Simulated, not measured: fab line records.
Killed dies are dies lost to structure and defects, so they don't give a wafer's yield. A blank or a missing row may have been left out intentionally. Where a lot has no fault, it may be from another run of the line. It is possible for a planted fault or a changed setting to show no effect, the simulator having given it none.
Chamber matching    flow n5-finfet    3 sister chambers for N5_BEOL_M9_CURE_71 on uv-cure-02
The step cures SiCOH lowk, time 240 s. 27 wafers are shown with their chamber, then 12 later ones without.

== WAFERS, EACH WITH ITS CHAMBER ==
wafer   chamber  wafer_temp_C_max  lamp-power-pct (%)
L074.2  2        387.0             52.34
L074.3  2        386.8             52.34
L074.5  2        386.5             52.32
L077.1  2        386.0             52.28
L077.2  2        386.2             52.28
L077.3  2        386.3             52.29
L078.2  1        386.4             52.40
L078.3  1        386.8             52.25
L078.6  1        387.0             52.33
L080.2  0        387.4             52.30
L080.3  0        386.9             52.30
L080.6  0        387.0             52.25
L081.1  2        386.5             52.30
L081.3  2        386.3             52.32
L081.6  2        386.1             52.31
L082.2  1        386.2             52.31
L082.3  1        386.5             52.39
L082.5  1        386.7             52.36
L088.1  0        389.1             52.37
L088.4  0        387.2             52.36
L088.5  0        387.6             52.31
L085.1  0        387.0             52.38
L085.2  0        387.2             52.40
L085.3  0        386.8             52.36
L086.3  1        386.9             52.19
L086.5  1        386.6             52.34
L086.6  1        386.4             52.19

SIGNATURES (averages over the wafers above)
reading           chamber 0  chamber 1  chamber 2  scatter within a chamber
wafer_temp_C_max  387.356    386.611    386.411    0.471
lamp-power-pct    52.3367    52.3067    52.3089    0.0555
Rule: for a wafer and a chamber, the distance is found by dividing, reading by reading, the gap between the wafer's reading and the chamber's mean by the reading's scatter, squaring, summing and taking the root. The wafer belongs to the nearest chamber; if the next one is less than 2 further off, it can't be placed. The scatter: the root of (the sum of the squares of (reading less its chamber's mean) over the shown wafers, divided by (wafers less chambers)).

== WAFERS MISSING THEIR CHAMBER ==
wafer   wafer_temp_C_max  lamp-power-pct (%)
L091.2  385.9             52.33
L091.3  386.7             52.35
L091.6  386.1             52.27
L092.1  386.5             52.29
L092.2  386.1             52.29
L092.5  386.6             52.24
L096.2  386.1             52.29
L096.5  386.2             52.31
L096.6  386.4             52.30
L097.1  386.4             52.38
L097.4  386.4             52.27
L097.6  385.8             52.38

== EACH ONE'S CHAMBER ==
wafer   from the rows above           in truth
L091.2  can't be placed: 2 or 1 or 0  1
L091.3  can't be placed: 1 or 2 or 0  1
L091.6  can't be placed: 2 or 1 or 0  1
L092.1  can't be placed: 1 or 2 or 0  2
L092.2  can't be placed: 2 or 1       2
L092.5  can't be placed: 1 or 2 or 0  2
L096.2  can't be placed: 2 or 1       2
L096.5  can't be placed: 2 or 1       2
L096.6  can't be placed: 2 or 1 or 0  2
L097.1  can't be placed: 2 or 1 or 0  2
L097.4  can't be placed: 2 or 1 or 0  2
L097.6  can't be placed: 2 or 1 or 0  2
Placed correctly: 0 of 12. From these rows, 12 cannot be placed; in 12 the true chamber is one of the candidates. Wrongly placed: 0.
